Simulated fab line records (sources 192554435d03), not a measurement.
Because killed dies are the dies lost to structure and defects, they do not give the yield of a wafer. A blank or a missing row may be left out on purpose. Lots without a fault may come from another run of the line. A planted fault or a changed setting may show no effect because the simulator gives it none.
Split-lot trial ; flow n5-finfet ; 21 wafers read from 7 lots, route of 1938 steps

== THE SPLIT ==
At N5_BEOL_M9_ETCH_62 (etches SOC in N2/H2, target depth 110 nm, overetch 22 nm, time 165 s), the setting source-w was moved away from the recipe's 840 W on 6 of the 21 wafers read, by -4.8% to +17.6%. For the rest of the wafers, this setting stayed at what the recipe calls for.

The reading is taken at the split's own step.

== THE READING ==
rf-vpp-V, in V, at N5_BEOL_M9_ETCH_62 (etches SOC in N2/H2, target depth 110 nm, overetch 22 nm, time 165 s). Typical for fault-free wafers on this fab line: 524.4 V, with standard deviation 2.5 V.

wafer;tool, chamber at the split;source-w as run, W;against the recipe;rf-vpp-V, V;against lot-mates on the recipe
L075.1;rie-diel-01, 2;840;recipe;525.3;-
L075.2;rie-diel-01, 3;840;recipe;526.6;-
L075.5;rie-diel-01, 1;840;recipe;526.4;-
L082.1;rie-diel-06, 3;840;recipe;521.1;-
L082.3;rie-diel-06, 2;840;recipe;526.1;-
L082.4;rie-diel-06, 1;840;recipe;528.8;-
L080.1;rie-diel-01, 2;840;recipe;524.8;-
L080.5;rie-diel-01, 2;840;recipe;524.8;-
L080.6;rie-diel-01, 0;840;recipe;521.4;-
L085.1;rie-diel-06, 0;799.3;-4.8%;530.2;+9.2
L085.5;rie-diel-06, 2;799.3;-4.8%;535.1;+14.1
L085.6;rie-diel-06, 3;840;recipe;521.0;-
L084.1;rie-diel-06, 0;987.7;+17.6%;493.4;-33.3
L084.2;rie-diel-06, 1;987.7;+17.6%;499.2;-27.5
L084.4;rie-diel-06, 1;840;recipe;526.7;-
L089.3;rie-diel-06, 1;840;recipe;528.2;-
L089.4;rie-diel-06, 0;840;recipe;521.6;-
L089.6;rie-diel-06, 1;840;recipe;527.1;-
L094.1;rie-diel-06, 1;880.2;+4.8%;519.0;-4.1
L094.4;rie-diel-06, 0;840;recipe;523.1;-
L094.6;rie-diel-06, 3;880.2;+4.8%;512.6;-10.5

THE FIT
A straight line over all 21 wafers: rf-vpp-V changes by -1.64 V for each +1% of source-w; r = -0.96; the points scatter about the line by 2.8 V.
The same after taking each lot's own level away (the mean of its wafers on the recipe; 21 wafers): -1.78 V for each +1%; r = -0.97; scatter 2.6 V.
According to that fit, moving source-w by its largest amount changes the reading by 31 V.
The span of the lots' own levels, 521.00 to 526.70 V, comes to 2.3 times the standard deviation stated above.
Hence the lot-to-lot level has little effect on the slope; both slopes agree.
Check: -29 V against its lot-mates is what the line predicts for one of the wafers moved furthest among these (+17.6%) when that wafer is left out of the fit. It came out at -33.3 V against them.
Tool readings at the split's step, against how far the setting was moved: rf-vpp-V r = -0.96.

== FURTHER SPLITS ON THESE WAFERS ==
Other splits were also applied to these wafers ahead of the reading. Each is held against what the fit with the lots' levels taken away leaves over:
other split on the same wafers;wafers away from the commonest value;r with rf-vpp-V (lot level and that fit taken away)
N5_BEOL_M6_COAT_60 spin-rpm;10;+0.02
N5_BEOL_M6_ETCH_62 time-s;9;+0.45
N5_BEOL_M6_VIA_ETCH_34 time-s;4;-0.21
N5_BEOL_M6_TRENCH_ETCH_37 time-s;9;+0.31

== THE FILE'S OWN FIT ==
rf-vpp-V changes by -1.76 V for each +1% of source-w, r = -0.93.
